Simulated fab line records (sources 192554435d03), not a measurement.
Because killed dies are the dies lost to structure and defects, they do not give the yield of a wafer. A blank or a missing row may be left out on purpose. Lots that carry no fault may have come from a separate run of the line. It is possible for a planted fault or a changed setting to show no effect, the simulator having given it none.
fab line records | flow n5-finfet
record lots=11 | wafers=27 | last-day=17
route steps=1938 shown BEOL_M5@1127 PASSIVATION@1936
lots with no fault: from the same line, run without faults
start-h: hours from the record's opening day to when the first of the lot's shown wafers began | wait-h: time in hours since the lot's previous step | " as in the row above | L1.1+2: a row that stands for several wafers | - no value, or no start given | * or withheld: withheld | < > ~ a bound
route shown NAME@n: names a module that has steps shown in the file, with the first one's number in the route | usual: mean and standard deviation over wafers with no fault | same: alike in all rows | chamber/n: place in a boat | sites: per-site readings | _std_site: how widely they spread, as a standard deviation | _edge_site: inner sites' mean taken away from outer sites' mean | radius-mm: how far each site lies from the wafer's centre | mask NAME#n: copy n | behind: the most recent tool/chamber to have shaped the wafer | hold: cause of the lot's hold/its duration in hours/its outcome | device: the n, p or np transistor that did not switch | end of line: the tests these same wafers got at the end of their route | step lacking rows: just its recipe | killed: dies that structure and defects cost at the first sort, which is not the same as the wafer's yield | map: the dies of a wafer, with x for killed, . for not killed, _ for no die there
set.NAME: setting as actually run; set.NAME@STEP: the setting as run at that earlier step | model.NAME: the simulator's own value behind a step, which no gauge read
the route's steps for a sample of lots (tables are steps, rows are wafers)
services: the hour from which a tool's chamber was out of use, counted from the record's first day as start-h (under 0 if before that day), plus the number of hours and why
## steps
# step N5_BEOL_M5_OVL_MEAS_12
# recipe points-per-wafer=522
# usual M5_OVL=0.1/0.77
lot.wafer | tool       | chamber | start-h | wait-h | M5_OVL[nm]
L694.4    | overlay-01 | 0       | 166.42  | 0.0    | 1.1
L694.6    | "          | 0       | "       | "      | 1.0
L693.1    | overlay-02 | 0       | 169.22  | 0.0    | 1.6
L693.4    | "          | 0       | "       | "      | 0.5
L695.2    | overlay-02 | 0       | 181.81  | 0.0    | -0.1
L695.5    | "          | 0       | "       | "      | 0.8
L697.1    | overlay-01 | 0       | 200.62  | 0.0    | 2.3
L697.2    | "          | 0       | "       | "      | 0.4
L697.6    | "          | 0       | "       | "      | 0.2
L700.2    | overlay-01 | 0       | 208.22  | 0.0    | 0.6
L700.5    | "          | 0       | "       | "      | 0.0
L700.6    | "          | 0       | "       | "      | 0.7
L710.1    | overlay-02 | 0       | 273.10  | 0.0    | -1.1
L710.2    | "          | 0       | "       | "      | -2.0
L710.6    | "          | 0       | "       | "      | -0.1
L711.1    | overlay-02 | 0       | 275.28  | 0.0    | 0.2
L711.4    | "          | 0       | "       | "      | 0.6
L711.6    | "          | 0       | "       | "      | 1.1
L712.3    | overlay-01 | 0       | 275.99  | 0.0    | -0.8
L712.4    | "          | 0       | "       | "      | -1.3
L713.2    | overlay-01 | 0       | 280.46  | 0.0    | 0.4
L713.3    | "          | 0       | "       | "      | -0.3
L713.5    | "          | 0       | "       | "      | -0.3
L714.5    | overlay-01 | 0       | 299.51  | 0.0    | -0.7
L714.6    | "          | 0       | "       | "      | 0.0
L715.5    | overlay-01 | 0       | 303.39  | 0.0    | -0.1
L715.6    | "          | 0       | "       | "      | 0.3
# step N5_BEOL_M5_ETCH_72
# recipe chemistry=N2/H2 | target=underlayer | target-depth-a=65 | mask-material=CAR-EUV | time-s=5.2 | ion-energy-ev=200 | pressure-mtorr=30 | source-w=840 | bias-w=150 | n2-flow-sccm=200 | h2-flow-sccm=200 | ends=cleared
# usual drypump-motor-current-A=5.6/0.32 | etch-rf-on-time-s=5.21/0.16 | oes-product-au=0.66/0.077 | rf-vpp-V=524.5/2 | showerhead-plenum-p-Torr=2.55/0.057 | throttle-valve-pct=17.9/0.31
lot.wafer | tool        | chamber | start-h | wait-h | drypump-motor-current-A | etch-rf-on-time-s | oes-product-au | rf-hours-counter-h | rf-vpp-V | showerhead-plenum-p-Torr | throttle-valve-pct
L694.4    | rie-diel-01 | 2       | 166.53  | 0.0    | 5.8                     | 5.21              | 0.62           | 207                | 525.0    | 2.52                     | 18.3
L694.6    | "           | 3       | "       | "      | 5.2                     | 5.36              | 0.59           | -                  | 524.8    | 2.51                     | 18.1
L693.1    | rie-diel-01 | 1       | 169.35  | 0.0    | 5.5                     | 5.29              | 0.64           | 156                | 528.2    | 2.64                     | 17.9
L693.4    | "           | 2       | "       | "      | 5.8                     | 5.16              | 0.63           | 208                | 523.6    | 2.52                     | 18.3
L695.2    | rie-diel-01 | 0       | 181.93  | 0.0    | 5.3                     | 5.05              | 0.74           | 37                 | 522.8    | 2.57                     | 17.9
L695.5    | "           | 0       | "       | "      | 5.3                     | 5.08              | 0.75           | -                  | 524.1    | 2.57                     | 17.9
L697.1    | rie-diel-01 | 1       | 200.74  | 0.0    | 5.5                     | 5.25              | 0.63           | 165                | 525.2    | 2.64                     | 17.9
L697.2    | "           | 3       | "       | "      | 5.2                     | 5.32              | 0.58           | 230                | 522.9    | 2.51                     | 18.1
L697.6    | "           | 0       | "       | "      | 5.3                     | 5.08              | 0.74           | -                  | 525.1    | 2.57                     | 17.9
L700.2    | rie-diel-01 | 2       | 208.34  | 0.0    | 5.9                     | 5.16              | 0.60           | 218                | 522.7    | 2.51                     | 18.3
L700.5    | "           | 0       | "       | "      | 5.3                     | 5.08              | 0.73           | -                  | 523.3    | 2.57                     | 17.9
L700.6    | "           | 3       | "       | "      | 5.2                     | 5.26              | 0.58           | -                  | 525.3    | 2.51                     | 18.1
L710.1    | rie-diel-06 | 3       | 273.31  | 0.0    | 4.9                     | 5.04              | 0.59           | 249                | 520.9    | 2.38                     | 18.3
L710.2    | "           | 0       | "       | "      | 5.3                     | 4.85              | 0.64           | 186                | 526.8    | 2.65                     | 18.0
L710.6    | "           | 2       | "       | "      | 5.0                     | 4.93              | 0.73           | -                  | 522.2    | 2.56                     | 17.8
L711.1    | rie-diel-01 | 1       | 275.55  | 0.0    | 5.5                     | 5.31              | 0.61           | 191                | 525.4    | 2.62                     | 18.0
L711.4    | "           | 1       | "       | "      | 5.6                     | 5.37              | 0.61           | -                  | 524.9    | 2.62                     | 18.0
L711.6    | "           | 2       | "       | "      | 5.9                     | 5.22              | 0.60           | -                  | 523.7    | 2.50                     | 18.4
L712.3    | rie-diel-06 | 2       | 276.10  | 0.0    | 5.0                     | 4.86              | 0.73           | 91                 | 525.2    | 2.56                     | 17.8
L712.4    | "           | 0       | "       | "      | 5.3                     | 4.89              | 0.64           | -                  | 527.9    | 2.65                     | 17.9
L713.2    | rie-diel-01 | 0       | 280.58  | 0.0    | 5.3                     | 5.09              | 0.72           | 57                 | 523.9    | 2.56                     | 17.9
L713.3    | "           | 2       | "       | "      | 5.8                     | 5.23              | 0.59           | 244                | 521.5    | 2.50                     | 18.4
L713.5    | "           | 1       | "       | "      | 5.5                     | 5.47              | 0.61           | -                  | 526.9    | 2.62                     | 18.0
L714.5    | rie-diel-06 | 2       | 299.62  | 0.0    | 5.0                     | 4.91              | 0.72           | -                  | 524.1    | 2.56                     | 17.8
L714.6    | "           | 1       | "       | "      | 6.0                     | 5.08              | 0.58           | -                  | 524.5    | 2.62                     | 18.3
L715.5    | rie-diel-01 | 3       | 303.50  | 0.0    | 5.2                     | 5.17              | 0.82           | -                  | 522.8    | 2.50                     | 17.7
L715.6    | "           | 1       | "       | "      | 5.5                     | 5.39              | 0.60           | -                  | 525.5    | 2.62                     | 18.0
# step N5_BEOL_M5_STRIP_64
# recipe chemistry=CF4 | resist=SiARC | power-w=300 | bias-power-w=75 | pressure-mtorr=50 | cf4-flow-sccm=150 | rf-frequency-hz=6e+07
# usual drypump-motor-current-A=5.5/0.31 | oes-product-au=0.77/0.085 | rf-vpp-V=271.4/1.2 | showerhead-plenum-p-Torr=1.81/0.039 | throttle-valve-pct=13.69/0.27
lot.wafer | tool        | chamber | start-h | wait-h | drypump-motor-current-A | oes-product-au | rf-hours-counter-h | rf-vpp-V | showerhead-plenum-p-Torr | throttle-valve-pct
L694.4    | rie-diel-01 | 2       | 166.70  | 0.0    | 5.8                     | 0.71           | 207                | 269.9    | 1.75                     | 13.89
L694.6    | "           | 3       | "       | "      | 5.2                     | 0.70           | -                  | 271.4    | 1.79                     | 13.95
L693.1    | rie-diel-01 | 1       | 169.52  | 0.0    | 5.5                     | 0.74           | 156                | 272.8    | 1.85                     | 13.66
L693.4    | "           | 2       | "       | "      | 5.9                     | 0.71           | 208                | 271.2    | 1.75                     | 13.88
L695.2    | rie-diel-01 | 0       | 182.10  | 0.0    | 5.3                     | 0.85           | 37                 | 272.2    | 1.84                     | 13.78
L695.5    | "           | 0       | "       | "      | 5.3                     | 0.84           | -                  | 271.7    | 1.84                     | 13.76
L697.1    | rie-diel-01 | 1       | 200.92  | 0.0    | 5.5                     | 0.74           | 165                | 273.1    | 1.85                     | 13.67
L697.2    | "           | 3       | "       | "      | 5.2                     | 0.69           | 231                | 270.7    | 1.79                     | 13.98
L697.6    | "           | 0       | "       | "      | 5.3                     | 0.84           | -                  | 271.1    | 1.84                     | 13.77
L700.2    | rie-diel-01 | 2       | 208.51  | 0.0    | 5.8                     | 0.71           | 218                | 270.6    | 1.75                     | 13.92
L700.5    | "           | 0       | "       | "      | 5.3                     | 0.84           | -                  | 272.9    | 1.84                     | 13.79
L700.6    | "           | 3       | "       | "      | 5.2                     | 0.69           | -                  | 269.8    | 1.79                     | 13.98
L710.1    | rie-diel-06 | 3       | 273.48  | 0.0    | 4.9                     | 0.67           | 249                | 268.5    | 1.72                     | 14.30
L710.2    | "           | 0       | "       | "      | 5.3                     | 0.71           | 186                | 273.5    | 1.84                     | 13.46
L710.6    | "           | 2       | "       | "      | 5.0                     | 0.82           | -                  | 271.6    | 1.78                     | 13.39
L711.1    | rie-diel-01 | 1       | 275.72  | 0.0    | 5.5                     | 0.72           | 191                | 272.3    | 1.84                     | 13.74
L711.4    | "           | 1       | "       | "      | 5.5                     | 0.72           | -                  | 273.0    | 1.84                     | 13.72
L711.6    | "           | 2       | "       | "      | 5.8                     | 0.69           | -                  | 271.5    | 1.74                     | 13.97
L712.3    | rie-diel-06 | 2       | 276.28  | 0.0    | 5.0                     | 0.81           | 91                 | 271.9    | 1.78                     | 13.41
L712.4    | "           | 0       | "       | "      | 5.3                     | 0.70           | -                  | 273.1    | 1.84                     | 13.46
L713.2    | rie-diel-01 | 0       | 280.75  | 0.0    | 5.3                     | 0.82           | 57                 | 271.1    | 1.83                     | 13.80
L713.3    | "           | 2       | "       | "      | 5.9                     | 0.69           | 244                | 270.5    | 1.74                     | 13.97
L713.5    | "           | 1       | "       | "      | 5.5                     | 0.72           | -                  | 272.0    | 1.84                     | 13.74
L714.5    | rie-diel-06 | 2       | 299.79  | 0.0    | 5.0                     | 0.80           | -                  | 272.1    | 1.78                     | 13.42
L714.6    | "           | 1       | "       | "      | 6.0                     | 0.66           | -                  | 270.6    | 1.84                     | 13.96
L715.5    | rie-diel-01 | 3       | 303.67  | 0.0    | 5.2                     | 0.95           | -                  | 269.1    | 1.78                     | 13.51
L715.6    | "           | 1       | "       | "      | 5.5                     | 0.71           | -                  | 272.7    | 1.84                     | 13.76
# step N5_BEOL_M5_INSPECT_30
# recipe mode=adi | inspect-instrument=brightfield
# usual raw-defect-count=428/90
lot.wafer | tool              | chamber | start-h | wait-h | raw-defect-count
L694.4    | defect-inspect-02 | -       | 167.56  | 0.0    | 370
L694.6    | "                 | -       | "       | "      | 324
L693.1    | defect-inspect-02 | -       | 170.86  | 0.1    | 639
L693.4    | "                 | -       | "       | "      | 374
L695.2    | defect-inspect-02 | -       | 183.84  | 0.0    | 417
L695.5    | "                 | -       | "       | "      | 372
L697.1    | defect-inspect-02 | -       | 201.59  | 0.1    | 1717
L697.2    | "                 | -       | "       | "      | 1743
L697.6    | "                 | -       | "       | "      | 1762
L700.2    | defect-inspect-02 | -       | 209.23  | 0.0    | 1812
L700.5    | "                 | -       | "       | "      | 1931
L700.6    | "                 | -       | "       | "      | 1808
L710.1    | defect-inspect-02 | -       | 274.39  | 0.1    | 449
L710.2    | "                 | -       | "       | "      | 419
L710.6    | "                 | -       | "       | "      | 417
L711.1    | defect-inspect-02 | -       | 279.27  | 0.1    | 437
L711.4    | "                 | -       | "       | "      | 403
L711.6    | "                 | -       | "       | "      | 435
L712.3    | defect-inspect-02 | -       | 279.37  | 0.0    | 428
L712.4    | "                 | -       | "       | "      | 372
L713.2    | defect-inspect-01 | -       | 284.97  | 0.0    | 331
L713.3    | "                 | -       | "       | "      | 396
L713.5    | "                 | -       | "       | "      | 296
L714.5    | defect-inspect-02 | -       | 300.41  | 0.0    | 429
L714.6    | "                 | -       | "       | "      | 317
L715.5    | defect-inspect-01 | -       | 304.38  | 0.0    | 390
L715.6    | "                 | -       | "       | "      | 381
# step N5_BEOL_M5_ETCH_67
# recipe chemistry=CF4 | target=SiARC | target-depth-a=156 | mask-material=CAR-EUV | time-s=26 | ion-energy-ev=80 | pressure-mtorr=40 | source-w=545 | bias-w=36 | Ar_flow_sccm=100 | cf4-flow-sccm=100 | ends=cleared
# usual drypump-motor-current-A=5.5/0.34 | etch-rf-on-time-s=26.1/0.83 | oes-product-au=0.66/0.082 | rf-vpp-V=184.2/1 | showerhead-plenum-p-Torr=2.15/0.049 | throttle-valve-pct=15.71/0.29
lot.wafer | tool        | chamber | start-h | wait-h | drypump-motor-current-A | etch-rf-on-time-s | oes-product-au | rf-hours-counter-h | rf-vpp-V | showerhead-plenum-p-Torr | throttle-valve-pct
L694.4    | rie-diel-06 | 1       | 167.67  | 0.0    | 6.0                     | 25.5              | 0.61           | 211                | 185.1    | 2.21                     | 15.88
L694.6    | "           | 0       | "       | "      | 5.3                     | 24.5              | 0.66           | -                  | 185.5    | 2.22                     | 15.45
L693.1    | rie-diel-02 | 0       | 171.23  | 0.0    | 5.9                     | 26.9              | 0.74           | 37                 | 183.2    | 2.19                     | 15.54
L693.4    | "           | 2       | "       | "      | 5.6                     | 27.3              | 0.59           | 243                | 185.8    | 2.17                     | 15.56
L695.2    | rie-diel-01 | 1       | 183.92  | 0.0    | 5.5                     | 26.6              | 0.63           | 162                | 185.7    | 2.21                     | 15.67
L695.5    | "           | 0       | "       | "      | 5.3                     | 25.3              | 0.75           | -                  | 183.8    | 2.19                     | 15.83
L697.1    | rie-diel-06 | 2       | 201.68  | 0.0    | 5.1                     | 24.7              | 0.75           | 66                 | 185.8    | 2.15                     | 15.42
L697.2    | "           | 0       | "       | "      | 5.4                     | 24.7              | 0.64           | 164                | 185.1    | 2.22                     | 15.47
L697.6    | "           | 3       | "       | "      | 4.9                     | 24.9              | 0.61           | -                  | 183.4    | 2.06                     | 16.32
L700.2    | rie-diel-02 | 1       | 209.32  | 0.0    | 5.9                     | 26.5              | 0.60           | 219                | 183.1    | 2.14                     | 15.59
L700.5    | "           | 1       | "       | "      | 5.9                     | 26.3              | 0.60           | -                  | 183.1    | 2.13                     | 15.60
L700.6    | "           | 0       | "       | "      | 5.8                     | 27.0              | 0.72           | -                  | 184.5    | 2.18                     | 15.57
L710.1    | rie-diel-01 | 2       | 274.64  | 0.0    | 5.8                     | 26.6              | 0.58           | 241                | 184.4    | 2.11                     | 16.06
L710.2    | "           | 3       | "       | "      | 5.2                     | 26.7              | 0.57           | 257                | 184.7    | 2.10                     | 15.95
L710.6    | "           | 3       | "       | "      | 5.2                     | 26.6              | 0.57           | -                  | 185.1    | 2.10                     | 15.95
L711.1    | rie-diel-01 | 1       | 279.35  | 0.0    | 5.5                     | 27.3              | 0.61           | 192                | 186.5    | 2.20                     | 15.74
L711.4    | "           | 1       | "       | "      | 5.5                     | 27.2              | 0.61           | -                  | 185.3    | 2.19                     | 15.73
L711.6    | "           | 2       | "       | "      | 5.8                     | 26.6              | 0.59           | -                  | 183.6    | 2.11                     | 16.06
L712.3    | rie-diel-06 | 1       | 279.85  | 0.0    | 5.9                     | 25.4              | 0.59           | 242                | 184.2    | 2.20                     | 15.94
L712.4    | "           | 2       | "       | "      | 5.1                     | 24.9              | 0.73           | -                  | 184.5    | 2.14                     | 15.45
L713.2    | rie-diel-02 | 3       | 285.05  | 0.0    | 5.7                     | 25.4              | 0.83           | 3                  | 183.2    | 2.09                     | 15.45
L713.3    | "           | 2       | "       | "      | 5.7                     | 26.1              | 0.78           | 23                 | 184.1    | 2.16                     | 15.14
L713.5    | "           | 3       | "       | "      | 5.7                     | 25.5              | 0.84           | -                  | 182.6    | 2.09                     | 15.44
L714.5    | rie-diel-06 | 1       | 300.50  | 0.0    | 6.0                     | 25.5              | 0.58           | -                  | 184.4    | 2.20                     | 15.96
L714.6    | "           | 2       | "       | "      | 5.1                     | 24.7              | 0.72           | -                  | 183.3    | 2.14                     | 15.46
L715.5    | rie-diel-02 | 1       | 304.48  | 0.0    | 5.9                     | 26.4              | 0.58           | -                  | 183.9    | 2.12                     | 15.66
L715.6    | "           | 0       | "       | "      | 5.8                     | 26.8              | 0.69           | -                  | 185.3    | 2.17                     | 15.66
# step N5_PASSIVATION_PROBE_49
# usual defect-limited-yield=91.3/1.5 | killed_at_M0_to_M3=33/12 | killed_at_M4_up=15/5.2 | killed-at-contacts=12/5.1 | killed-at-front-end=39/11 | killed-at-other=5/3.6 | killed-dies=103/18 | killed-on-rim=14/4.3 | killed-open=67/13 | killed-short=33/7.8 | sort_bin_5_function=5.1/0.96 | sort_bin_6_memory=3.2/0.71 | sort_bin_8_speed=0.01/0.063 | sort-n-pass=1077/18 | sort-yield-pct=91.3/1.5
# same gross-dies=1180 | killed-at-back-side=0 | sort_bin_4_leakage[%]=0
lot.wafer | tool      | chamber | start-h | wait-h | defect-limited-yield[%] | killed_at_M0_to_M3 | killed_at_M4_up | killed-at-contacts | killed-at-front-end | killed-at-other | killed-dies | killed-on-rim | killed-open | killed-short | sort_bin_5_function[%] | sort_bin_6_memory[%] | sort_bin_8_speed[%] | sort-n-pass | sort-yield-pct[%]
L697.1    | prober-01 | -       | 292.12  | 0.0    | 84.1                    | 16                 | 111             | 13                 | 45                  | 3               | 188         | 29            | 67          | 18           | 8.8                    | 3.1                  | 0                   | 992         | 84.1
L697.2    | prober-01 | -       | 292.17  | 0.1    | 91.1                    | 15                 | 58              | 5                  | 25                  | 2               | 105         | 27            | 41          | 12           | 5.2                    | 2.0                  | 0                   | 1075        | 91.1
L697.6    | prober-01 | -       | 292.37  | 0.3    | 80.9                    | 8                  | 169             | 9                  | 35                  | 4               | 225         | 18            | 50          | 20           | 11.8                   | 2.8                  | 0                   | 955         | 80.9
L700.2    | prober-02 | -       | 300.56  | 0.1    | 84.9                    | 29                 | 73              | 8                  | 62                  | 6               | 178         | 33            | 62          | 44           | 8.9                    | 3.6                  | 0                   | 1002        | 84.9
L700.5    | prober-02 | -       | 300.71  | 0.2    | 78.7                    | 41                 | 154             | 4                  | 44                  | 8               | 251         | 23            | 61          | 38           | 12.3                   | 4.7                  | 0                   | 929         | 78.7
L700.6    | prober-02 | -       | 300.76  | 0.3    | 86.7                    | 26                 | 64              | 7                  | 54                  | 6               | 157         | 29            | 66          | 41           | 8.0                    | 3.6                  | 0                   | 1023        | 86.7
# killed by level:class
L697.1 BEOL_M5:unspecified=101 MOL_CONTACT_COAG:geometric-particle:open=12 FIN_SAQP:geometric-particle:open=8 STI_FIN_REVEAL:geometric-particle:open=7 FIN_SAQP:geometric-particle:short=6 BEOL_M3:geometric-particle:open=6 GATE_CUT:geometric-particle:open=5 BEOL_M4:geometric-particle:open=5
L697.2 BEOL_M5:unspecified=51 BEOL_M3:geometric-particle:open=7 STI_FIN_REVEAL:geometric-particle:open=6 GATE_CUT:geometric-particle:open=6 FIN_SAQP:geometric-particle:open=3 MOL_CONTACT_COAG:geometric-particle:short=3 BEOL_M4:geometric-particle:open=3 GATE_CUT:geometric-particle:short=2
L697.6 BEOL_M5:unspecified=151 FIN_SAQP:geometric-particle:open=12 MOL_CONTACT_COAG:geometric-particle:open=8 BEOL_M4:geometric-particle:open=5 STI_FIN_REVEAL:geometric-particle:open=4 BEOL_M7:geometric-particle:open=4 SPACER0:geometric-particle:short=3 BEOL_M4:geometric-particle:short=3
L700.2 BEOL_M5:unspecified=63 FIN_SAQP:geometric-particle:short=14 STI_FIN_REVEAL:geometric-particle:open=11 FIN_SAQP:geometric-particle:open=10 ILD0:geometric-particle:short=7 BEOL_M3:geometric-particle:open=7 BEOL_M0_SAQP:geometric-particle:short=6 GATE_CUT:geometric-particle:short=5
L700.5 BEOL_M5:unspecified=145 BEOL_M0_SAQP:geometric-particle:short=13 BEOL_M0_SAQP:geometric-particle:open=9 STI_FIN_REVEAL:geometric-particle:open=9 FIN_SAQP:geometric-particle:open=8 HKMG_FIN:area-etch=7 BEOL_M1:geometric-particle:open=6 MIM_TOP_ETCH:geometric-particle:short=5
L700.6 BEOL_M5:unspecified=50 FIN_SAQP:geometric-particle:short=9 STI_FIN_REVEAL:geometric-particle:open=9 ILD0:geometric-particle:open=8 BEOL_M0_SAQP:geometric-particle:short=8 BEOL_M0_SAQP:geometric-particle:open=8 GATE_CUT:geometric-particle:short=7 MOL_CONTACT_COAG:geometric-particle:open=7
## services
tool        | chamber | start-h | hours | kind
rie-diel-01 | 3       | 142.69  | 2.2   | repair
rie-diel-02 | 1       | 178.83  | 7.1   | repair
rie-diel-02 | 2       | 196.07  | -     | clean
rie-diel-02 | 2       | 196.07  | -     | consumable-replace:focus-ring
rie-diel-02 | 2       | 196.07  | 16.8  | scheduled-down
rie-diel-02 | 2       | 196.07  | 16.8  | vent-cycle
rie-diel-01 | 2       | 220.13  | 3.2   | repair
rie-diel-02 | 3       | 236.85  | -     | clean
rie-diel-02 | 3       | 266.56  | 10.3  | repair
rie-diel-06 | 3       | 276.06  | -     | clean
rie-diel-06 | 3       | 276.06  | -     | consumable-replace:focus-ring
rie-diel-06 | 3       | 276.06  | -     | consumable-replace:showerhead
rie-diel-01 | 3       | 276.92  | -     | clean
rie-diel-01 | 3       | 276.92  | -     | consumable-replace:focus-ring
rie-diel-01 | 3       | 276.92  | 17.9  | scheduled-down
rie-diel-01 | 3       | 276.92  | 17.9  | vent-cycle
rie-diel-01 | 2       | 298.99  | -     | clean
rie-diel-01 | 2       | 298.99  | -     | consumable-replace:focus-ring
rie-diel-01 | 2       | 298.99  | 20.1  | scheduled-down
rie-diel-01 | 2       | 298.99  | 20.1  | vent-cycle
rie-diel-06 | 1       | 301.49  | -     | clean
rie-diel-06 | 1       | 301.49  | -     | consumable-replace:focus-ring
rie-diel-06 | 1       | 301.49  | 12.5  | scheduled-down
rie-diel-06 | 1       | 301.49  | 12.5  | vent-cycle
## key
first-sign step=N5_BEOL_M5_INSPECT_30 | reading=raw-defect-count | direction=up | sigmas=15 | usual=428 | struck=1796
effect step=N5_PASSIVATION_PROBE_49 | reading=killed_at_M4_up | direction=up | sigmas=17 | usual=15 | struck=105
more-kills-born-at N5_BEOL_M5_STRIP_64@rie-diel-01=561
met-at N5_BEOL_M5_STRIP_64
struck-lots L697,L700
not-acting-at N5_BEOL_M5_OVL_MEAS_12,N5_BEOL_M5_ETCH_72,N5_BEOL_M5_ETCH_67
onset-between 182.10 200.92
fault kind=chamber-particle-source | tool=rie-diel-01 | chamber=- | onset-h=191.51 | steps=N5_BEOL_M5_STRIP_64 | rate-per-visit-cm2=2.0807 | end-h=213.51
